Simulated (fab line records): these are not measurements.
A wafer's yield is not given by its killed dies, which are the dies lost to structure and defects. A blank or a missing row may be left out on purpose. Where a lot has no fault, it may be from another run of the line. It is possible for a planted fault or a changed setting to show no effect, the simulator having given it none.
fab line records	flow n5Finfet
[record] lots = 5	wafers = 15	lastDay = 18
route steps=1938 shown BEOL_M15@1796
lots that met no fault: taken from a fault-free run of the same line
startH: start of the lot's first displayed wafer, in hours after the record's first day	waitH: how many hours have passed since the lot's step before this one	" same as the row above	L1.1+2: several wafers, shown together as one row	- no value, or no start given	* or withheld: withheld	< > ~ a bound
route shown NAME@n: a module of which the file shows steps, and the number in the route of the first	usual: the fault-free wafers' mean and standard deviation	same: alike in all rows	chamber/n: place in a boat	sites: readings site by site	_std_site: the standard deviation of these	_edge_site: outer sites' mean less inner sites'	radiusMm: how far each site lies from the wafer's centre	mask NAME#n: copy n	behind: the most recent tool/chamber to have shaped the wafer	hold: why the lot went on hold/how many hours it stayed there/how the hold came to an end	device: whichever transistor did not switch (one of n, p or np)	end of line: at the end of the route, the tests of the same wafers	where a step has no rows: the recipe by itself	killed: dies lost to structure and defects at the first sort, not the wafer's yield	map: dies across one wafer; x = killed, . = not, _ = none there
set.NAME: the setting the step ran with; set.NAME@STEP: the setting that earlier step ran with	model.NAME: the simulator's own value behind a step, which no gauge read
a table for each step, a row for each wafer; lots at some steps of the route
services: a tool's chamber out of use, with start hour (startH, from the record's first day; less than 0 if before it), hours out, and reason
[[steps]]
[step N5_BEOL_M15_COAT_60]
[recipe] resist = BARC	tempC = 205	timeS = 60	spinRpm = 1500	resistThkNm = 89
[step N5_BEOL_M15_COAT_22]
[recipe] spinRpm = 1704	resistThkNm = 800
[step N5_BEOL_M15_EBR_24]
[recipe] solvent = PGMEA	ebrWidthMm = 1.5
[step N5_BEOL_M15_SOFTBAKE_23]
[recipe] tempC = 130	timeS = 60
[step N5_BEOL_M15_EXPOSE_25]
[recipe] maskId = M15	na = 0.8	sourceShape = annular	sigmaInner = 0.5	sigmaOuter = 0.8	polarization = unpolarized	targetCdNm = 400	doseMj = 35.5
[step N5_BEOL_M15_PEB_26]
[recipe] pebTempC = 130	pebTimeS = 90
[step N5_BEOL_M15_DEVELOP_27]
[recipe] developTimeS = 45	rinseLiquid = diw	dry = airSpin	devTempC = 21
[step N5_BEOL_M15_HARDBAKE_32]
[recipe] tempC = 130	timeS = 120
[step N5_BEOL_M15_DESCUM_33]
[recipe] chemistry = O2	timeS = 7.9	sourcePowerW = 50	biasPowerW = 20	pressureMtorr = 20	rfFrequencyHz = 2.712e+07	tempC = 40	o2FlowSccm = 225
[step N5_BEOL_M15_ETCH_61]
[recipe] chemistry = N2/H2	target = BARC	targetDepthA = 890	overetchA = 267	timeS = 67.9	ionEnergyEv = 200	pressureMtorr = 30	sourceW = 840	biasW = 150	n2FlowSccm = 200	h2FlowSccm = 200
[usual] drypumpMotorCurrentA = 5.7/0.44	oesProductAu = 0.67/0.068	rfVppV = 522.9/2.3	showerheadPlenumPTorr = 2.51/0.074	throttleValvePct = 17.94/0.24
lot.wafer	tool	chamber	startH	waitH	drypumpMotorCurrentA	oesProductAu	rfHoursCounterH	rfVppV	showerheadPlenumPTorr	throttleValvePct	model.coat_of_BEOL_M15_COAT_22.thkNm	model.BEOL_M15.cdNm
L893.1	rieDiel-06	0	310.07	0.0	5.7	0.78	26	522.5	2.61	17.52	714.8	399.8
L893.2	"	3	"	"	5.2	0.63	206	526.4	2.63	17.68	712.4	400.6
L893.5	"	3	"	"	5.2	0.61	-	525.0	2.63	17.70	717	399.2
L892.1	rieDiel-06	1	312.92	0.0	5.8	0.60	192	519.4	2.42	18.03	720.6	396.6
L892.3	"	0	"	"	5.7	0.77	27	526.0	2.61	17.50	712.4	397.8
L892.4	"	2	"	"	5.9	0.59	245	525.3	2.61	17.98	681	405.4
L895.1	rieDiel-06	1	317.61	0.0	5.8	0.60	193	521.1	2.42	18.03	719.8	396.4
L895.3	"	3	"	"	5.2	0.62	208	525.9	2.62	17.70	720.2	396.2
L895.6	"	2	"	"	6.0	0.59	-	525.3	2.61	17.98	683.4	402.6
L897.2	rieDiel-06	1	337.86	0.0	5.8	0.60	200	520.7	2.42	18.06	721	400.8
L897.3	"	0	"	"	5.7	0.77	34	525.2	2.60	17.51	720.8	399.6
L897.4	"	3	"	"	5.2	0.61	-	526.4	2.62	17.71	687.6	407.4
L905.2	rieDiel-04	2	403.69	0.0	6.5	0.70	72	520.7	2.45	18.01	717.4	400.6
L905.4	"	1	"	"	5.9	0.76	24	523.9	2.60	17.55	716.4	401.6
L905.6	"	2	"	"	6.5	0.72	-	521.1	2.45	18.00	717	399.6
[step N5_BEOL_M15_TRENCH_ETCH_34]
[recipe] chemistry = C4F8/O2/Ar	target = SiO2	targetDepthA = 8729.3	heInnerTorr = 15	heOuterTorr = 30	timeS = 199	ionEnergyEv = 800	pressureMtorr = 20	sourceW = 1905	biasW = 2040	Ar_flow_sccm = 400	C4F8_flow_sccm = 16	O2_flow_sccm = 12
[usual] C4F8_flow_sccm = 15.99/0.052	O2_flow_sccm = 12.00/0.036	drypumpMotorCurrentA = 5.7/0.44	heInnerTorr = 15.00/0.031	mfcArSccm = 400.0/1.1	oes_f_703_au = 0.78/0.082	oesProductAu = 0.78/0.085	rfVppV = 2220/24	showerheadPlenumPTorr = 3.40/0.098	throttleValvePct = 30.97/0.25
lot.wafer	tool	chamber	startH	waitH	C4F8_flow_sccm	O2_flow_sccm	drypumpMotorCurrentA	heInnerTorr	mfcArSccm	oes_f_703_au	oesProductAu	rfHoursCounterH	rfVppV	showerheadPlenumPTorr	throttleValvePct	model.coat_of_BEOL_M15_COAT_22.thkNm
L893.1	rieDiel-06	0	310.12	0.0	16.00	11.96	5.7	14.94	400.5	0.91	0.92	26	2242	3.50	30.53	535.8
L893.2	"	3	"	"	16.02	11.99	5.2	15.00	398.5	0.72	0.72	206	2254	3.55	30.63	541.8
L893.5	"	3	"	"	16.02	12.04	5.2	15.03	398.3	0.73	0.72	-	2254	3.55	30.64	546.2
L892.1	rieDiel-06	1	312.97	0.0	16.03	11.95	5.8	14.99	398.9	0.70	0.70	192	2200	3.28	31.03	549.8
L892.3	"	0	"	"	16.05	11.98	5.7	14.99	401.7	0.92	0.90	27	2243	3.50	30.53	535.2
L892.4	"	2	"	"	15.97	11.97	5.9	15.04	400.4	0.68	0.68	245	2263	3.52	30.97	510.8
L895.1	rieDiel-06	1	317.66	0.0	16.02	11.96	5.8	15.03	401.2	0.70	0.70	193	2199	3.28	31.03	547.2
L895.3	"	3	"	"	16.00	12.00	5.2	14.96	401.5	0.72	0.72	208	2253	3.55	30.63	548.2
L895.6	"	2	"	"	15.98	12.02	5.9	14.98	400.4	0.68	0.68	-	2263	3.52	30.97	512.2
L897.2	rieDiel-06	1	337.91	0.0	16.02	11.98	5.8	14.95	401.1	0.69	0.70	200	2199	3.28	31.04	546.4
L897.3	"	0	"	"	15.99	11.99	5.7	15.05	398.7	0.90	0.89	34	2241	3.50	30.52	543.8
L897.4	"	3	"	"	15.98	12.01	5.2	14.99	399.4	0.72	0.72	-	2254	3.54	30.65	515.6
L905.2	rieDiel-04	2	403.74	0.0	15.99	12.04	6.5	15.03	399.3	0.84	0.84	72	2194	3.32	31.15	538.4
L905.4	"	1	"	"	15.98	11.97	5.9	14.99	399.6	0.89	0.90	24	2257	3.52	30.69	538.8
L905.6	"	2	"	"	16.01	11.99	6.5	14.98	401.5	0.83	0.84	-	2193	3.32	31.12	539
[step N5_BEOL_M15_STRIP_36]
[recipe] chemistry = O2	powerW = 600	tempC = 60	pressureMtorr = 30	rfFrequencyHz = 6e+07	biasPowerW = 0	overashFraction = 0.3	o2FlowSccm = 225
[step N5_BEOL_M15_STRIP_62]
[recipe] chemistry = O2	powerW = 600	tempC = 60	pressureMtorr = 30	rfFrequencyHz = 6e+07	biasPowerW = 0	overashFraction = 0.3	o2FlowSccm = 225
[step N5_BEOL_M15_STRIP_37]
[recipe] chemistry = O2	powerW = 600	tempC = 60	pressureMtorr = 30	rfFrequencyHz = 6e+07	biasPowerW = 0	overashFraction = 0.3	o2FlowSccm = 225
[step N5_BEOL_M15_ETCH_38]
[recipe] chemistry = CF4/N2	target = SiCN	targetDepthA = 1064	taperDeg = 2	timeS = 120.5	ionEnergyEv = 150	maskMaterial = SiO2	pressureMtorr = 40	sourceW = 430	biasW = 70	Ar_flow_sccm = 100	cf4FlowSccm = 60	n2FlowSccm = 60
[usual] cf4FlowSccm = 59.99/0.18	drypumpMotorCurrentA = 5.6/0.39	mfcArSccm = 100.00/0.28	oesProductAu = 0.78/0.094	rfVppV = 381.9/1.9	showerheadPlenumPTorr = 2.19/0.068	throttleValvePct = 15.50/0.27
lot.wafer	tool	chamber	startH	waitH	cf4FlowSccm	drypumpMotorCurrentA	mfcArSccm	oesProductAu	rfHoursCounterH	rfVppV	showerheadPlenumPTorr	throttleValvePct	model.BEOL_M15.cdNm
L893.1	rieDiel-04	2	-	-	59.89	6.5	99.42	0.89	40	380.4	2.14	15.51	399.8
L893.2	"	0	"	"	59.73	5.6	99.49	0.80	98	380.9	2.14	15.51	400.6
L893.5	"	3	"	"	59.86	5.1	100.51	0.73	-	381.7	2.20	15.81	399.2
L892.1	rieDiel-05	3	-	-	59.90	5.6	100.05	0.79	131	380.4	2.12	15.27	396.6
L892.3	"	0	"	"	60.36	6.0	100.21	0.69	237	383.0	2.26	15.96	398.2
L892.4	"	2	"	"	60.09	5.1	99.90	0.82	88	382.0	2.22	15.40	405
L895.1	rieDiel-05	0	-	-	59.98	5.9	99.75	0.67	240	384.0	2.26	15.96	396.6
L895.3	"	2	"	"	59.88	5.1	100.21	0.82	90	384.1	2.22	15.40	396.4
L895.6	"	2	"	"	60.11	5.1	100.01	0.82	-	384.1	2.22	15.38	402.6
L897.2	rieDiel-06	0	-	-	59.93	5.7	99.76	0.90	35	383.8	2.25	15.04	400.6
L897.3	"	1	"	"	60.17	5.8	100.15	0.70	200	380.1	2.10	15.72	399.4
L897.4	"	1	"	"	60.32	5.8	99.51	0.70	-	379.2	2.10	15.71	407
L905.2	rieDiel-06	2	-	-	59.71	5.9	100.09	0.94	14	383.2	2.26	15.21	401
L905.4	"	1	"	"	60.33	5.8	99.73	0.67	223	379.1	2.09	15.75	401.6
L905.6	"	0	"	"	60.05	5.7	99.37	0.87	-	382.5	2.24	15.07	400.2
[step N5_BEOL_M15_PRECLEAN_39]
[recipe] chemistry = residueRemover	timeS = 60	tempC = 40
[[services]]
tool	chamber	startH	hours	kind
rieDiel-06	2	331.19	-	clean
rieDiel-06	2	331.19	-	consumableReplace:focusRing
rieDiel-06	2	331.19	25.2	scheduledDown
rieDiel-06	2	331.19	25.2	ventCycle
rieDiel-04	1	335.55	41.2	repair
rieDiel-05	0	361.04	-	clean
rieDiel-05	0	361.04	-	consumableReplace:focusRing
rieDiel-05	0	361.04	27.7	scheduledDown
rieDiel-05	0	361.04	27.7	ventCycle
rieDiel-05	1	370.95	7.8	repair
rieDiel-05	1	399.82	1.3	repair
rieDiel-05	1	401.13	-	clean
rieDiel-05	1	401.13	-	consumableReplace:focusRing
rieDiel-05	1	401.13	-	consumableReplace:showerhead
[[key]]
firstSign none at tools or gauges
[modelEffect] step = N5_BEOL_M15_ETCH_61	value = coat_of_BEOL_M15_COAT_22.thkNm	without = 719	struck = 684
[modelEffect] step = N5_BEOL_M15_TRENCH_ETCH_34	value = coat_of_BEOL_M15_COAT_22.thkNm	without = 547.9	struck = 512.9
[modelEffect] step = N5_BEOL_M15_ETCH_38	value = BEOL_M15.cdNm	without = 398	struck = 404.9
metAt N5_BEOL_M15_ETCH_61
struckWafers L892.4,L895.6,L897.4
onsetBetween 310.07 312.92
[fault] kind = processParameterDrift	tool = rieDiel-06	chamber = -	onsetH = 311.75	steps = N5_BEOL_M15_ETCH_61	channel = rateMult	offset = 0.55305	shape = step	endH = 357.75	scope = struckWafersOnly
